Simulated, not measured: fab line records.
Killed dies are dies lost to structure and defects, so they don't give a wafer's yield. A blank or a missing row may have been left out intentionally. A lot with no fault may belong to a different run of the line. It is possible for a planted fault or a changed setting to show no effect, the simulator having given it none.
Chamber matching || flow n5_finfet || 4 sister chambers for N5_MIM_TOP_ALD_00 on ald_hk-03
The step deposits Al2O3, purge time 3 s, co reactant pulse time 3 s. 14 wafers are shown with their chamber, then 7 later ones without.

## WAFERS, EACH WITH ITS CHAMBER
{"wafer": "L074.3", "chamber": 1, "precursor_pulse_height_rel": 1.001}
{"wafer": "L074.4", "chamber": 0, "precursor_pulse_height_rel": 1.017}
{"wafer": "L074.6", "chamber": 0, "precursor_pulse_height_rel": 1.009}
{"wafer": "L075.2", "chamber": 2, "precursor_pulse_height_rel": 0.954}
{"wafer": "L075.4", "chamber": 3, "precursor_pulse_height_rel": 1.008}
{"wafer": "L075.5", "chamber": 0, "precursor_pulse_height_rel": 0.998}
{"wafer": "L078.1", "chamber": 1, "precursor_pulse_height_rel": 1.006}
{"wafer": "L078.4", "chamber": 2, "precursor_pulse_height_rel": 0.987}
{"wafer": "L078.6", "chamber": 1, "precursor_pulse_height_rel": 0.987}
{"wafer": "L080.1", "chamber": 1, "precursor_pulse_height_rel": 0.995}
{"wafer": "L080.3", "chamber": 2, "precursor_pulse_height_rel": 1.000}
{"wafer": "L080.4", "chamber": 3, "precursor_pulse_height_rel": 1.008}
{"wafer": "L086.4", "chamber": 0, "precursor_pulse_height_rel": 1.009}
{"wafer": "L086.5", "chamber": 0, "precursor_pulse_height_rel": 1.018}

SIGNATURES, as means of the wafers listed above
{"reading": "precursor_pulse_height_rel", "chamber 0": 1.01020, "chamber 1": 0.99725, "chamber 2": 0.98033, "chamber 3": 1.00800, "scatter within a chamber": 0.0126}
Rule: distance of a wafer from a chamber = root of the sum over the readings of ((wafer's reading minus chamber's mean) / reading's scatter) squared. If the next closest chamber is less than 2 further off than the closest, the wafer can't be placed; otherwise it belongs to the closest. How the scatter is found: for the shown wafers, subtract from each reading the mean of its chamber, square and add these, divide the total by (wafers less chambers), then take the root.

## WAFERS WHOSE CHAMBER IS MISSING
{"wafer": "L086.6", "precursor_pulse_height_rel": 1.010}
{"wafer": "L093.1", "precursor_pulse_height_rel": 0.985}
{"wafer": "L093.2", "precursor_pulse_height_rel": 1.021}
{"wafer": "L093.4", "precursor_pulse_height_rel": 1.020}
{"wafer": "L094.2", "precursor_pulse_height_rel": 1.000}
{"wafer": "L094.5", "precursor_pulse_height_rel": 1.004}
{"wafer": "L094.6", "precursor_pulse_height_rel": 0.990}

## WHICH CHAMBER EACH WENT THROUGH
{"wafer": "L086.6", "from the rows above": "can't be placed: 0 or 3 or 1", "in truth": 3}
{"wafer": "L093.1", "from the rows above": "can't be placed: 2 or 1 or 3 or 0", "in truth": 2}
{"wafer": "L093.2", "from the rows above": "can't be placed: 0 or 3 or 1", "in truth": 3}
{"wafer": "L093.4", "from the rows above": "can't be placed: 0 or 3 or 1", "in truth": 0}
{"wafer": "L094.2", "from the rows above": "can't be placed: 1 or 3 or 0 or 2", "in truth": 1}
{"wafer": "L094.5", "from the rows above": "can't be placed: 3 or 0 or 1 or 2", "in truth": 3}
{"wafer": "L094.6", "from the rows above": "can't be placed: 1 or 2 or 3 or 0", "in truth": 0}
Placed correctly: 0 of 7. Can't be placed from these rows: 7 (the true chamber is among the candidates in 7). Wrongly placed: 0.
